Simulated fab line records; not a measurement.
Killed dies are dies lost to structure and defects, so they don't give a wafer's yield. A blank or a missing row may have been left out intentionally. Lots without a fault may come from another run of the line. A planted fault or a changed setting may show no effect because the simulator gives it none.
A struck lot beside a sound one -- flow nandHarc -- 15 out of 1302 route steps
Sound: these wafers, L936.3, L936.4, L936.5. Wafers L927.1, L927.4, L927.6 were the ones struck. At the end, the cause is stated.
For every step that has rows: the tool of each side, followed by ch and its chambers, followed by its first start. Under that, the readings that differ: sound wafers -- struck wafers -- difference of the means -- sigmas: that difference in standard deviations of wafers without a fault.
alike: same words and numbers on both sides, and readings whose means sit less than 2 such deviations apart. not compared: any withheld reading, any reading some wafer has no value for, any bound like >300 that may hide the same value, and any number with overlapping values for which the record gives no deviation.
Wherever a step has rows on one side only, a row that says differs or no value, or a row with sigmas, the two part there. When numbers do not overlap yet have no deviation, they are printed without sigmas and do not part them. A reading missing from all wafers of one side parts the sides only when that side holds two or more wafers.

first, 7 steps without rows for these wafers: NHARC_P_GATE_HMDS_52 (time 30 s); NHARC_P_GATE_COAT_53; NHARC_P_GATE_SOFTBAKE_54 (time 95 s); NHARC_P_GATE_EBR_55; NHARC_P_GATE_EXPOSE_56 (exposes mask P PSD, target cd 720 nm); NHARC_P_GATE_PEB_57 (peb time 85 s); NHARC_P_GATE_DEVELOP_58 (time 70 s).
NHARC_P_GATE_CD_MEAS_59: target cd 720 nm.
  sound on cdSem-03 ch 0, day 12 11:32; struck on cdSem-02 ch 0, day 9 04:44
  alike: cdNm
then, 1 step without rows for these wafers: NHARC_P_GATE_HARDBAKE_60 (time 80 s).
NHARC_P_GATE_DESCUM_61: chemistry O2, time 3 s.
  sound on rieDiel-13 ch 1,3, day 12 11:41; struck on rieDiel-01 ch 1,3, day 9 04:55
  alike: drypumpMotorCurrentA, o2FlowSccm, oesProductAu, rfVppV, showerheadPlenumPTorr, throttleValvePct
  not compared: rfHoursCounterH
following that, these wafers have no rows for 1 step: NHARC_P_GATE_IMPLANT_62.
NHARC_P_GATE_STRIP_112: strips in N2/H2, time 200 s.
  sound on plasmaAsher-01 ch 0,1, day 12 12:09; struck on plasmaAsher-02 ch 0,1, day 9 05:19
reading,sound,struck,difference,sigmas
heaterPowerW (W),94 93 88,78 69 70,-19,-2
  alike: drypumpMotorCurrentA
  not compared: rfHoursCounterH
NHARC_P_GATE_STRIP_76: strips in O2.
  sound on plasmaAsher-01 ch 0,1, day 12 12:21; struck on plasmaAsher-02 ch 0,1, day 9 05:32
  no value came back on the struck wafers for drypumpMotorCurrentA (A), heaterPowerW (W); on the sound wafers drypumpMotorCurrentA (A) reads 6.3 5.1 5.1
  not compared: rfHoursCounterH
then, 1 step without rows for these wafers: NHARC_P_GATE_STRIP_63 (strips in SPM, time 900 s).
-- record jumps: 22 days between struck wafers' starts before vs after; left off in module P_GATE, resumes in module END, first step shown is number 1302 of the route --
NHARC_END_SORT_01:
  the record has rows for the struck wafers here (prober-01 ch 0, day 31 16:44) and none for the sound ones

== WHERE THEY PART ==
Last at NHARC_END_SORT_01 as far as this record goes, first at NHARC_P_GATE_STRIP_112.

WHY: whatever the simulator had introduced
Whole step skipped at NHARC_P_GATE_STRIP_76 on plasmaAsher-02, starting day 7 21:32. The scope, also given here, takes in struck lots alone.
